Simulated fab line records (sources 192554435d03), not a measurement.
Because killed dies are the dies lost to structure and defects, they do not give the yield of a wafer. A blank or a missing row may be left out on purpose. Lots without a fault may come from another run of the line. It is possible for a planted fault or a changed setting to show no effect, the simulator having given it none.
fab line records	flow n5Finfet
record: lots: 24	wafers: 72	lastDay: 19
route steps=1938 shown BEOL_M13@1707 BEOL_M14@1736 BEOL_M15@1786 MIM_TOP_LITHO@1848
lots untouched by any fault: they come from a run of this same line in which no faults occurred
startH: start of the lot's first displayed wafer, in hours after the record's first day	waitH: hours from the lot's prior step to this one	" unchanged from the row above	L1.1+2: one row covering several wafers at once	- no value present, or no start provided	* or withheld: withheld	< > ~ a bound
route shown NAME@n: names a module that has steps shown in the file, with the first one's number in the route	usual: mean and standard deviation over wafers with no fault	same: alike in all rows	chamber/n: place in a boat	sites: the reading at each site	_std_site: standard deviation of those values	_edge_site: inner sites' mean taken away from outer sites' mean	radiusMm: how far each site lies from the wafer's centre	mask NAME#n: copy n	behind: the last tool/chamber to shape the wafer	hold: cause of the lot's hold/its duration in hours/its outcome	device: whichever transistor did not switch (one of n, p or np)	end of line: the tests these same wafers got at the end of their route	step lacking rows: just its recipe	killed: dies that structure and defects cost at the first sort, which is not the same as the wafer's yield	map: a wafer's dies, marking killed ones x, the rest . and places with no die _
set.NAME: the setting as run; set.NAME@STEP: as run at that earlier step	model.NAME: the simulator's own value behind a step, which no gauge read
route steps across a sampled set of lots; one table per step, one row per wafer
services: when a tool's chamber went out of use (startH, in hours from the record's first day, below 0 if earlier), for how many hours, and the reason
== steps ==
step: N5_BEOL_M13_SPUTTER_45
recipe: material: Cu	targetThkA: 800	tempC: -20	biasV: 60	powerW: 26000	chamberPressurePa: 0.13	timeS: 13.33
usual: chamberPressurePa: 0.13002/0.00027	throttleValvePct: 30.1/0.65
lot.wafer	tool	chamber	startH	waitH	chamberPressurePa	throttleValvePct
L074.1	pvdSputter-01	-	260.20	0.0	0.13006	30.1
L074.5	"	-	"	"	0.13015	30.7
L074.6	"	-	"	"	0.12969	29.4
L076.4	pvdSputter-03	-	275.66	0.0	0.13005	29.9
L076.5	"	-	"	"	0.13012	30.3
L076.6	"	-	"	"	0.12994	29.9
L075.2	pvdSputter-01	-	275.66	0.0	0.12987	29.2
L075.5	"	-	"	"	0.12996	29.6
L075.6	"	-	"	"	0.12958	30.9
L077.1	pvdSputter-01	-	284.12	0.0	0.13038	31.0
L077.3	"	-	"	"	0.13018	30.1
L077.6	"	-	"	"	0.13058	30.3
L079.1	pvdSputter-03	-	284.37	0.0	0.13055	29.1
L079.3	"	-	"	"	0.13041	30.3
L079.4	"	-	"	"	0.13058	29.8
L078.4	pvdSputter-03	-	290.78	0.0	0.12988	29.6
L078.5	"	-	"	"	0.12985	29.2
L078.6	"	-	"	"	0.1301	29.7
L080.3	pvdSputter-01	-	293.47	0.0	0.12974	30.9
L080.4	"	-	"	"	0.13046	29.2
L080.5	"	-	"	"	0.13024	29.0
L081.2	pvdSputter-03	-	294.09	0.0	0.13028	29.8
L081.3	"	-	"	"	0.12962	30.3
L081.5	"	-	"	"	0.13024	29.9
L083.3	pvdSputter-03	-	314.88	0.0	0.13007	30.2
L083.4	"	-	"	"	0.13	29.6
L083.5	"	-	"	"	0.13018	30.2
L082.2	pvdSputter-02	-	319.36	0.0	0.13019	30.2
L082.3	"	-	"	"	0.13031	29.7
L082.6	"	-	"	"	0.12988	30.0
L084.1	pvdSputter-02	-	320.08	0.0	0.12964	30.8
L084.4	"	-	"	"	0.1301	31.5
L084.6	"	-	"	"	0.1299	30.5
L086.1	pvdSputter-01	-	334.44	0.0	0.12963	30.9
L086.2	"	-	"	"	0.13021	30.1
L086.3	"	-	"	"	0.12997	29.1
L088.1	pvdSputter-03	-	346.63	0.0	0.13019	30.0
L088.3	"	-	"	"	0.1301	30.5
L088.5	"	-	"	"	0.12986	30.0
L085.1	pvdSputter-03	-	347.72	0.0	0.12996	30.3
L085.4	"	-	"	"	0.13019	29.0
L085.6	"	-	"	"	0.13011	28.9
L087.1	pvdSputter-03	-	348.34	0.0	0.13043	29.8
L087.2	"	-	"	"	0.13035	29.6
L087.4	"	-	"	"	0.13039	30.3
L090.1	pvdSputter-01	-	360.56	0.0	0.12991	30.8
L090.2	"	-	"	"	0.12965	31.0
L090.6	"	-	"	"	0.13008	30.2
L091.2	pvdSputter-03	-	370.21	0.0	0.12989	30.2
L091.3	"	-	"	"	0.12992	29.3
L091.4	"	-	"	"	0.1301	29.7
L089.2	pvdSputter-02	-	377.18	0.0	0.13007	29.9
L089.3	"	-	"	"	0.1301	30.7
L089.6	"	-	"	"	0.13034	30.2
L093.1	pvdSputter-01	-	383.74	0.0	0.13005	29.5
L093.5	"	-	"	"	0.12998	31.2
L093.6	"	-	"	"	0.13001	29.9
L092.2	pvdSputter-01	-	389.02	0.0	0.12994	30.0
L092.4	"	-	"	"	0.12973	31.1
L092.6	"	-	"	"	0.12987	30.0
L096.1	pvdSputter-02	-	399.92	0.0	0.1296	31.8
L096.3	"	-	"	"	0.12956	29.7
L096.5	"	-	"	"	0.13003	30.7
L094.2	pvdSputter-01	-	400.01	0.0	0.12981	31.1
L094.3	"	-	"	"	0.1301	29.4
L094.5	"	-	"	"	0.12995	31.1
L095.1	pvdSputter-03	-	400.43	0.0	0.13003	29.9
L095.2	"	-	"	"	0.12998	30.4
L095.4	"	-	"	"	0.13011	29.5
L097.1	pvdSputter-03	-	419.34	0.0	0.13007	30.0
L097.4	"	-	"	"	0.12991	29.8
L097.5	"	-	"	"	0.13047	29.8
step: N5_BEOL_M14_CD_MEAS_17
recipe: targetCdNm: 250	polarity: opening
usual: cdNm: 250.8/2.7
lot.wafer	tool	chamber	startH	waitH	cdNm
L074.1	cdSem-02	-	262.29	0.0	245.4
L074.5	"	-	"	"	250.1
L074.6	"	-	"	"	252.1
L076.4	cdSem-02	-	277.87	0.0	252.4
L076.5	"	-	"	"	249.5
L076.6	"	-	"	"	250.9
L075.2	cdSem-01	-	278.22	0.0	252.2
L075.5	"	-	"	"	252.4
L075.6	"	-	"	"	252.9
L077.1	cdSem-01	-	287.67	0.0	254.0
L077.3	"	-	"	"	254.1
L077.6	"	-	"	"	252.6
L079.1	cdSem-02	-	287.88	0.0	249.4
L079.3	"	-	"	"	252.6
L079.4	"	-	"	"	250.9
L078.4	cdSem-02	-	293.01	0.0	249.8
L078.5	"	-	"	"	253.6
L078.6	"	-	"	"	249.4
L080.3	cdSem-01	-	295.90	0.0	253.1
L080.4	"	-	"	"	252.8
L080.5	"	-	"	"	255.3
L081.2	cdSem-01	-	296.82	0.0	256.0
L081.3	"	-	"	"	251.5
L081.5	"	-	"	"	253.0
L083.3	cdSem-02	-	316.97	0.0	248.8
L083.4	"	-	"	"	248.8
L083.5	"	-	"	"	254.4
L082.2	cdSem-02	-	321.62	0.0	247.5
L082.3	"	-	"	"	247.7
L082.6	"	-	"	"	251.2
L084.1	cdSem-01	-	323.29	0.0	249.8
L084.4	"	-	"	"	250.0
L084.6	"	-	"	"	252.4
L086.1	cdSem-02	-	337.22	0.0	251.6
L086.2	"	-	"	"	247.6
L086.3	"	-	"	"	252.1
L088.1	cdSem-01	-	349.01	0.0	251.3
L088.3	"	-	"	"	251.9
L088.5	"	-	"	"	248.4
L085.1	cdSem-02	-	350.34	0.0	249.9
L085.4	"	-	"	"	246.9
L085.6	"	-	"	"	248.8
L087.1	cdSem-02	-	350.84	0.0	247.9
L087.2	"	-	"	"	248.0
L087.4	"	-	"	"	250.5
L090.1	cdSem-02	-	363.74	0.0	253.0
L090.2	"	-	"	"	251.2
L090.6	"	-	"	"	249.3
L091.2	cdSem-01	-	372.42	0.0	259.9
L091.3	"	-	"	"	246.9
L091.4	"	-	"	"	247.7
L089.2	cdSem-02	-	379.94	0.0	249.6
L089.3	"	-	"	"	248.9
L089.6	"	-	"	"	250.2
L093.1	cdSem-01	-	385.82	0.0	252.2
L093.5	"	-	"	"	253.4
L093.6	"	-	"	"	258.1
L092.2	cdSem-02	-	391.44	0.0	246.9
L092.4	"	-	"	"	253.1
L092.6	"	-	"	"	250.7
L096.1	cdSem-01	-	403.11	0.0	248.5
L096.3	"	-	"	"	251.6
L096.5	"	-	"	"	250.3
L094.2	cdSem-01	-	403.59	0.0	250.3
L094.3	"	-	"	"	249.4
L094.5	"	-	"	"	248.6
L095.1	cdSem-02	-	403.90	0.0	254.4
L095.2	"	-	"	"	249.6
L095.4	"	-	"	"	255.0
L097.1	cdSem-03	-	421.60	0.0	249.0
L097.4	"	-	"	"	250.6
L097.5	"	-	"	"	251.0
step: N5_BEOL_M14_INSPECT_30
recipe: mode: adi	inspectInstrument: macro
usual: rawDefectCount: 2.2/1.3
lot.wafer	tool	chamber	startH	waitH	rawDefectCount
L074.1	defectInspect-02	-	262.80	0.0	3
L074.5	"	-	"	"	2
L074.6	"	-	"	"	1
L076.4	defectInspect-02	-	278.37	0.0	0
L076.5	"	-	"	"	2
L076.6	"	-	"	"	1
L075.2	defectInspect-02	-	278.60	0.0	2
L075.5	"	-	"	"	1
L075.6	"	-	"	"	1
L077.1	defectInspect-02	-	288.17	0.0	5
L077.3	"	-	"	"	4
L077.6	"	-	"	"	3
L079.1	defectInspect-01	-	288.26	0.0	0
L079.3	"	-	"	"	3
L079.4	"	-	"	"	4
L078.4	defectInspect-01	-	293.43	0.0	2
L078.5	"	-	"	"	1
L078.6	"	-	"	"	2
L080.3	defectInspect-01	-	296.27	0.0	2
L080.4	"	-	"	"	3
L080.5	"	-	"	"	1
L081.2	defectInspect-01	-	297.20	0.0	5
L081.3	"	-	"	"	4
L081.5	"	-	"	"	3
L083.3	defectInspect-02	-	317.47	0.0	4
L083.4	"	-	"	"	3
L083.5	"	-	"	"	1
L082.2	defectInspect-02	-	322.13	0.0	5
L082.3	"	-	"	"	3
L082.6	"	-	"	"	2
L084.1	defectInspect-02	-	323.80	0.0	2
L084.4	"	-	"	"	2
L084.6	"	-	"	"	3
L086.1	defectInspect-01	-	337.60	0.0	2
L086.2	"	-	"	"	3
L086.3	"	-	"	"	0
L088.1	defectInspect-02	-	349.52	0.0	3
L088.3	"	-	"	"	3
L088.5	"	-	"	"	1
L085.1	defectInspect-01	-	350.72	0.0	2
L085.4	"	-	"	"	3
L085.6	"	-	"	"	1
L087.1	defectInspect-02	-	356.63	0.0	2
L087.2	"	-	"	"	4
L087.4	"	-	"	"	4
L090.1	defectInspect-02	-	364.12	0.0	2
L090.2	"	-	"	"	2
L090.6	"	-	"	"	3
L091.2	defectInspect-01	-	372.80	0.0	2
L091.3	"	-	"	"	3
L091.4	"	-	"	"	0
L089.2	defectInspect-02	-	380.32	0.0	1
L089.3	"	-	"	"	1
L089.6	"	-	"	"	5
L093.1	defectInspect-02	-	386.20	0.0	4
L093.5	"	-	"	"	3
L093.6	"	-	"	"	3
L092.2	defectInspect-02	-	391.94	0.0	2
L092.4	"	-	"	"	1
L092.6	"	-	"	"	2
L096.1	defectInspect-01	-	403.62	0.0	3
L096.3	"	-	"	"	2
L096.5	"	-	"	"	3
L094.2	defectInspect-01	-	403.97	0.0	3
L094.3	"	-	"	"	1
L094.5	"	-	"	"	4
L095.1	defectInspect-01	-	404.41	0.0	3
L095.2	"	-	"	"	3
L095.4	"	-	"	"	1
L097.1	defectInspect-01	-	422.10	0.0	5
L097.4	"	-	"	"	2
L097.5	"	-	"	"	4
step: N5_BEOL_M15_DESCUM_15
recipe: chemistry: O2	timeS: 7.9	sourcePowerW: 50	biasPowerW: 20	pressureMtorr: 20	rfFrequencyHz: 2.712e+07	tempC: 40	o2FlowSccm: 225
usual: drypumpMotorCurrentA: 5.5/0.46	oesProductAu: 0.80/0.078	rfVppV: 243.1/1.4	showerheadPlenumPTorr: 2.09/0.08	throttleValvePct: 20.43/0.22
lot.wafer	tool	chamber	startH	waitH	drypumpMotorCurrentA	oesProductAu	rfHoursCounterH	rfVppV	showerheadPlenumPTorr	throttleValvePct
L074.1	rieDiel-04	2	267.16	0.2	4.7	0.69	239	242.6	1.97	20.43
L074.5	"	3	"	"	6.4	0.74	-	242.0	2.06	20.56
L074.6	"	2	"	"	4.7	0.68	-	242.4	1.97	20.45
L075.2	rieDiel-04	0	285.19	0.0	5.3	0.85	51	242.4	2.09	20.31
L075.5	"	1	"	"	5.6	0.76	-	241.4	2.09	20.59
L075.6	"	0	"	"	5.3	0.85	-	242.9	2.09	20.30
L076.4	rieDiel-04	3	286.42	0.2	6.4	0.73	181	242.2	2.06	20.57
L076.5	"	2	"	"	4.7	0.67	-	242.0	1.97	20.46
L076.6	"	3	"	"	6.4	0.73	-	243.0	2.06	20.56
L079.1	rieDiel-03	0	292.39	0.2	5.0	0.88	43	246.3	2.21	20.24
L079.3	"	2	"	"	5.0	0.79	124	243.3	2.09	20.36
L079.4	"	3	"	"	6.2	0.81	68	241.6	2.03	20.45
L077.1	rieDiel-04	3	292.77	0.3	6.4	0.72	184	243.3	2.06	20.57
L077.3	"	1	"	"	5.6	0.78	178	242.8	2.09	20.60
L077.6	"	3	"	"	6.4	0.73	-	243.3	2.06	20.57
L078.4	rieDiel-01	3	298.82	0.0	5.6	0.88	44	242.6	2.15	20.15
L078.5	"	1	"	"	5.1	0.70	-	241.0	1.97	20.82
L078.6	"	2	"	"	5.5	0.85	-	241.8	2.03	20.32
L080.3	rieDiel-01	1	304.69	0.0	5.1	0.70	208	240.3	1.97	20.82
L080.4	"	2	"	"	5.5	0.85	71	242.9	2.03	20.32
L080.5	"	0	"	"	5.3	0.90	-	244.9	2.23	20.48
L081.2	rieDiel-01	1	305.77	0.4	5.1	0.71	209	240.9	1.97	20.82
L081.3	"	3	"	"	5.6	0.88	46	243.5	2.15	20.15
L081.5	"	3	"	"	5.6	0.88	-	243.7	2.15	20.13
L083.3	rieDiel-04	0	321.77	0.0	5.3	0.85	62	244.3	2.09	20.32
L083.4	"	2	"	"	4.8	1.01	2	246.5	2.23	19.99
L083.5	"	2	"	"	4.7	1.01	-	246.0	2.23	19.97
L082.2	rieDiel-04	3	330.97	0.5	6.4	0.72	194	242.0	2.06	20.58
L082.3	"	0	"	"	5.3	0.84	64	242.5	2.09	20.32
L082.6	"	1	"	"	5.6	0.75	-	242.8	2.08	20.59
L084.1	rieDiel-01	2	331.92	0.1	5.5	0.84	80	241.0	2.03	20.33
L084.4	"	1	"	"	5.1	0.70	216	241.6	1.97	20.85
L084.6	"	2	"	"	5.5	0.85	-	242.5	2.03	20.35
L086.1	rieDiel-01	0	342.19	0.1	5.3	0.89	51	244.3	2.22	20.50
L086.2	"	1	"	"	5.1	0.70	219	241.1	1.97	20.83
L086.3	"	2	"	"	5.5	0.85	82	241.5	2.03	20.34
L088.1	rieDiel-04	3	354.91	0.0	6.4	0.72	202	242.5	2.05	20.59
L088.3	"	0	"	"	5.3	0.84	71	243.0	2.08	20.33
L088.5	"	2	"	"	4.7	0.96	-	244.9	2.23	19.98
L085.1	rieDiel-01	0	356.33	0.0	5.4	0.87	55	245.0	2.22	20.49
L085.4	"	2	"	"	5.4	0.84	87	242.3	2.03	20.35
L085.6	"	0	"	"	5.3	0.87	-	245.6	2.22	20.49
L087.1	rieDiel-01	3	364.81	0.0	5.7	0.84	63	243.2	2.14	20.18
L087.2	"	0	"	"	5.4	0.86	57	244.9	2.22	20.51
L087.4	"	2	"	"	5.5	0.82	90	242.1	2.03	20.35
L090.1	rieDiel-01	2	372.96	0.0	5.5	0.83	92	241.6	2.03	20.34
L090.2	"	3	"	"	5.6	0.84	66	244.8	2.14	20.18
L090.6	"	3	"	"	5.6	0.84	-	244.0	2.14	20.18
L091.2	rieDiel-04	3	378.35	0.0	6.4	0.70	209	242.0	2.05	20.62
L091.3	"	1	"	"	5.6	0.74	201	243.5	2.08	20.64
L091.4	"	0	"	"	5.3	0.82	77	243.0	2.08	20.34
L089.2	rieDiel-04	0	386.71	0.0	5.3	0.82	80	243.3	2.08	20.35
L089.3	"	3	"	"	6.4	0.71	211	243.9	2.05	20.60
L089.6	"	3	"	"	6.4	0.71	-	242.5	2.05	20.62
L093.1	rieDiel-01	0	391.21	0.3	5.3	0.86	66	245.4	2.22	20.51
L093.5	"	2	"	"	5.5	0.82	-	242.1	2.03	20.36
L093.6	"	3	"	"	5.6	0.84	-	242.3	2.14	20.19
L092.2	rieDiel-01	0	397.96	0.0	5.3	0.86	67	246.0	2.21	20.51
L092.4	"	2	"	"	5.4	0.81	98	242.4	2.03	20.35
L092.6	"	2	"	"	5.5	0.81	-	242.3	2.03	20.37
L096.1	rieDiel-03	3	408.17	0.0	6.2	0.76	101	242.5	2.02	20.52
L096.3	"	2	"	"	5.1	0.76	156	241.8	2.08	20.40
L096.5	"	0	"	"	5.0	0.85	-	245.2	2.20	20.28
L094.2	rieDiel-03	2	408.94	0.2	5.1	0.77	157	243.1	2.08	20.40
L094.3	"	3	"	"	6.2	0.77	101	242.4	2.02	20.51
L094.5	"	3	"	"	6.2	0.76	-	241.6	2.02	20.52
L095.1	rieDiel-01	2	409.36	0.4	5.4	0.81	102	240.7	2.02	20.37
L095.2	"	0	"	"	5.3	0.85	71	243.2	2.21	20.52
L095.4	"	1	"	"	5.1	0.68	240	242.4	1.96	20.87
L097.1	rieDiel-04	0	427.45	0.2	5.3	0.80	94	244.2	2.08	20.37
L097.4	"	1	"	"	5.6	0.73	214	242.4	2.07	20.64
L097.5	"	0	"	"	5.3	0.80	-	245.2	2.08	20.37
step: N5_BEOL_M15_DESCUM_33
recipe: chemistry: O2	timeS: 7.9	sourcePowerW: 50	biasPowerW: 20	pressureMtorr: 20	rfFrequencyHz: 2.712e+07	tempC: 40	o2FlowSccm: 225
usual: drypumpMotorCurrentA: 5.5/0.46	oesProductAu: 0.80/0.076	rfVppV: 243.3/1.5	showerheadPlenumPTorr: 2.09/0.083	throttleValvePct: 20.45/0.23
lot.wafer	tool	chamber	startH	waitH	drypumpMotorCurrentA	oesProductAu	rfHoursCounterH	rfVppV	showerheadPlenumPTorr	throttleValvePct
L074.1	rieDiel-04	0	268.69	0.0	5.3	0.86	45	243.7	2.09	20.30
L074.5	"	3	"	"	6.4	0.74	-	243.0	2.06	20.55
L074.6	"	2	"	"	4.8	0.68	-	240.5	1.97	20.44
L075.2	rieDiel-01	3	287.82	1.1	5.6	0.89	40	244.4	2.15	20.12
L075.5	"	3	"	"	5.6	0.89	-	243.6	2.15	20.13
L075.6	"	2	"	"	5.5	0.86	-	243.2	2.04	20.33
L076.4	rieDiel-04	2	288.42	0.2	4.8	0.68	249	241.4	1.97	20.44
L076.5	"	2	"	"	4.7	0.68	-	242.4	1.97	20.46
L076.6	"	3	"	"	6.4	0.73	-	243.9	2.06	20.58
L079.1	rieDiel-01	3	294.41	0.4	5.6	0.88	43	244.7	2.15	20.15
L079.3	"	1	"	"	5.1	0.71	206	241.2	1.97	20.82
L079.4	"	2	"	"	5.4	0.85	69	241.2	2.03	20.32
L077.1	rieDiel-04	1	294.63	0.0	5.6	0.76	179	243.3	2.09	20.59
L077.3	"	0	"	"	5.3	0.86	55	242.3	2.09	20.31
L077.6	"	3	"	"	6.4	0.73	-	243.0	2.06	20.57
L078.4	rieDiel-01	1	300.28	0.0	5.1	0.70	207	241.6	1.97	20.83
L078.5	"	0	"	"	5.3	0.89	-	245.4	2.23	20.46
L078.6	"	3	"	"	5.6	0.88	-	242.8	2.15	20.14
L080.3	rieDiel-01	1	306.18	0.1	5.1	0.70	209	241.0	1.97	20.82
L080.4	"	2	"	"	5.4	0.84	72	241.6	2.03	20.33
L080.5	"	2	"	"	5.4	0.85	-	243.0	2.03	20.33
L081.2	rieDiel-01	1	307.42	0.0	5.1	0.70	210	240.9	1.97	20.83
L081.3	"	0	"	"	5.3	0.90	41	244.2	2.22	20.45
L081.5	"	0	"	"	5.3	0.90	-	245.2	2.22	20.47
L083.3	rieDiel-01	1	323.72	0.2	5.1	0.70	215	239.9	1.97	20.83
L083.4	"	2	"	"	5.5	0.84	78	242.3	2.03	20.33
L083.5	"	0	"	"	5.4	0.90	-	243.6	2.22	20.50
L082.2	rieDiel-03	1	333.20	0.7	5.6	0.70	229	242.7	2.08	20.80
L082.3	"	3	"	"	6.2	0.79	81	242.8	2.03	20.50
L082.6	"	2	"	"	5.1	0.78	-	243.4	2.09	20.38
L084.1	rieDiel-01	1	333.77	0.2	5.1	0.69	217	241.3	1.97	20.84
L084.4	"	0	"	"	5.3	0.90	49	246.4	2.22	20.49
L084.6	"	0	"	"	5.3	0.89	-	245.3	2.22	20.50
L086.1	rieDiel-04	0	344.69	0.8	5.3	0.83	69	242.9	2.09	20.34
L086.2	"	3	"	"	6.4	0.72	200	242.9	2.05	20.59
L086.3	"	2	"	"	4.7	0.96	9	247.4	2.23	19.99
L088.1	rieDiel-03	2	356.49	0.0	5.1	0.79	143	241.9	2.08	20.38
L088.3	"	0	"	"	5.0	0.87	62	245.3	2.20	20.25
L088.5	"	2	"	"	5.1	0.79	-	243.0	2.08	20.40
L085.1	rieDiel-01	3	357.79	0.0	5.6	0.84	61	245.1	2.14	20.18
L085.4	"	2	"	"	5.5	0.82	88	242.3	2.03	20.35
L085.6	"	1	"	"	5.1	0.69	-	241.8	1.97	20.86
L087.1	rieDiel-01	0	366.40	0.0	5.3	0.86	58	244.7	2.22	20.51
L087.2	"	3	"	"	5.6	0.85	64	242.7	2.14	20.18
L087.4	"	1	"	"	5.1	0.68	227	242.9	1.97	20.85
L090.1	rieDiel-03	2	374.42	0.0	5.1	0.78	148	242.7	2.08	20.39
L090.2	"	3	"	"	6.2	0.79	93	241.7	2.02	20.50
L090.6	"	1	"	"	5.6	0.70	-	242.1	2.07	20.82
L091.2	rieDiel-04	3	379.94	0.0	6.4	0.71	209	243.1	2.05	20.61
L091.3	"	1	"	"	5.6	0.73	202	242.1	2.08	20.62
L091.4	"	2	"	"	4.7	0.95	19	245.0	2.23	19.99
L089.2	rieDiel-03	1	388.17	0.0	5.6	0.69	244	242.7	2.07	20.82
L089.3	"	3	"	"	6.2	0.77	95	241.8	2.02	20.51
L089.6	"	3	"	"	6.2	0.78	-	242.1	2.02	20.50
L093.1	rieDiel-01	2	392.71	0.1	5.4	0.82	97	241.6	2.03	20.35
L093.5	"	2	"	"	5.5	0.81	-	242.2	2.03	20.36
L093.6	"	3	"	"	5.6	0.84	-	243.7	2.14	20.18
L092.2	rieDiel-01	0	399.42	0.0	5.4	0.86	68	244.6	2.21	20.51
L092.4	"	1	"	"	5.1	0.69	236	242.0	1.96	20.87
L092.6	"	1	"	"	5.1	0.69	-	240.6	1.96	20.88
L096.1	rieDiel-03	2	410.15	0.5	5.1	0.76	157	242.8	2.08	20.41
L096.3	"	3	"	"	6.2	0.76	102	243.5	2.02	20.52
L096.5	"	0	"	"	5.0	0.84	-	245.2	2.20	20.29
L094.2	rieDiel-03	2	410.63	0.0	5.0	0.76	158	243.6	2.08	20.39
L094.3	"	3	"	"	6.2	0.76	102	242.5	2.02	20.54
L094.5	"	3	"	"	6.2	0.76	-	243.2	2.02	20.54
L095.1	rieDiel-04	1	411.31	0.3	5.6	0.74	209	242.6	2.08	20.64
L095.2	"	2	"	"	4.7	0.92	31	243.7	2.22	20.01
L095.4	"	0	"	"	5.3	0.81	89	242.8	2.08	20.38
L097.1	rieDiel-04	1	429.26	0.4	5.7	0.73	215	243.7	2.07	20.64
L097.4	"	2	"	"	4.7	0.91	37	244.6	2.22	20.00
L097.5	"	3	"	"	6.4	0.70	-	243.6	2.04	20.63
step: N5_MIM_TOP_LITHO_OVL_MEAS_11
recipe: pointsPerWafer: 44
usual: MIM_TOP_OVL: 2/5
lot.wafer	tool	chamber	startH	waitH	MIM_TOP_OVL[nm]
L074.1	overlay-02	0	276.45	0.0	4
L074.5	"	0	"	"	3
L074.6	"	0	"	"	2
L075.2	overlay-02	0	294.21	0.0	5
L075.5	"	0	"	"	0
L075.6	"	0	"	"	6
L076.4	overlay-02	0	294.40	0.0	0
L076.5	"	0	"	"	6
L076.6	"	0	"	"	0
L079.1	overlay-02	0	303.01	0.0	5
L079.3	"	0	"	"	-8
L079.4	"	0	"	"	0
L078.4	overlay-02	0	312.24	0.1	2
L078.5	"	0	"	"	2
L078.6	"	0	"	"	-4
L077.1	overlay-02	0	312.37	0.0	-2
L077.3	"	0	"	"	-4
L077.6	"	0	"	"	-5
L080.3	overlay-02	0	315.43	0.0	-8
L080.4	"	0	"	"	3
L080.5	"	0	"	"	-3
L081.2	overlay-02	0	317.67	0.0	5
L081.3	"	0	"	"	4
L081.5	"	0	"	"	3
L083.3	overlay-02	0	333.72	0.0	-2
L083.4	"	0	"	"	-5
L083.5	"	0	"	"	1
L082.2	overlay-02	0	339.77	0.0	2
L082.3	"	0	"	"	3
L082.6	"	0	"	"	0
L084.1	overlay-02	0	340.53	0.0	-2
L084.4	"	0	"	"	3
L084.6	"	0	"	"	11
L086.1	overlay-02	0	352.73	0.0	0
L086.2	"	0	"	"	5
L086.3	"	0	"	"	6
L088.1	overlay-02	0	364.48	0.0	6
L088.3	"	0	"	"	4
L088.5	"	0	"	"	4
L085.1	overlay-02	0	368.54	0.0	7
L085.4	"	0	"	"	8
L085.6	"	0	"	"	8
L087.1	overlay-02	0	376.92	0.0	4
L087.2	"	0	"	"	11
L087.4	"	0	"	"	5
L090.1	overlay-02	0	383.48	0.1	-6
L090.2	"	0	"	"	5
L090.6	"	0	"	"	-8
L091.2	overlay-02	0	390.36	0.0	0
L091.3	"	0	"	"	6
L091.4	"	0	"	"	7
L089.2	overlay-02	0	400.08	0.0	8
L089.3	"	0	"	"	7
L089.6	"	0	"	"	3
L093.1	overlay-02	0	400.87	0.0	4
L093.5	"	0	"	"	3
L093.6	"	0	"	"	1
L092.2	overlay-01	0	406.13	0.0	7
L092.4	"	0	"	"	6
L092.6	"	0	"	"	3
L096.1	overlay-02	0	417.60	0.0	-5
L096.3	"	0	"	"	-9
L096.5	"	0	"	"	-8
L094.2	overlay-02	0	417.76	0.0	-1
L094.3	"	0	"	"	1
L094.5	"	0	"	"	-7
L095.1	overlay-01	0	418.14	0.0	-1
L095.2	"	0	"	"	1
L095.4	"	0	"	"	1
L097.1	overlay-02	0	437.69	0.0	3
L097.4	"	0	"	"	10
L097.5	"	0	"	"	7
== services ==
tool	chamber	startH	hours	kind
rieDiel-03	-	244.35	28.1	pm
rieDiel-04	2	292.60	-	clean
rieDiel-04	2	292.60	-	consumableReplace:focusRing
rieDiel-04	2	292.60	-	consumableReplace:showerhead
rieDiel-04	2	292.60	22.2	scheduledDown
rieDiel-04	2	292.60	22.2	ventCycle
rieDiel-03	-	302.43	0.1	repair
rieDiel-04	-	305.71	4.3	pm
rieDiel-01	-	311.69	0.4	repair
pvdSputter-01	-	367.25	3.0	repair
pvdSputter-03	-	385.93	7.3	repair
rieDiel-04	1	386.02	8.0	repair
rieDiel-03	1	408.68	-	clean
rieDiel-03	1	408.68	-	consumableReplace:focusRing
rieDiel-03	1	408.68	12.4	scheduledDown
rieDiel-03	1	408.68	12.4	ventCycle
== key ==
fault none
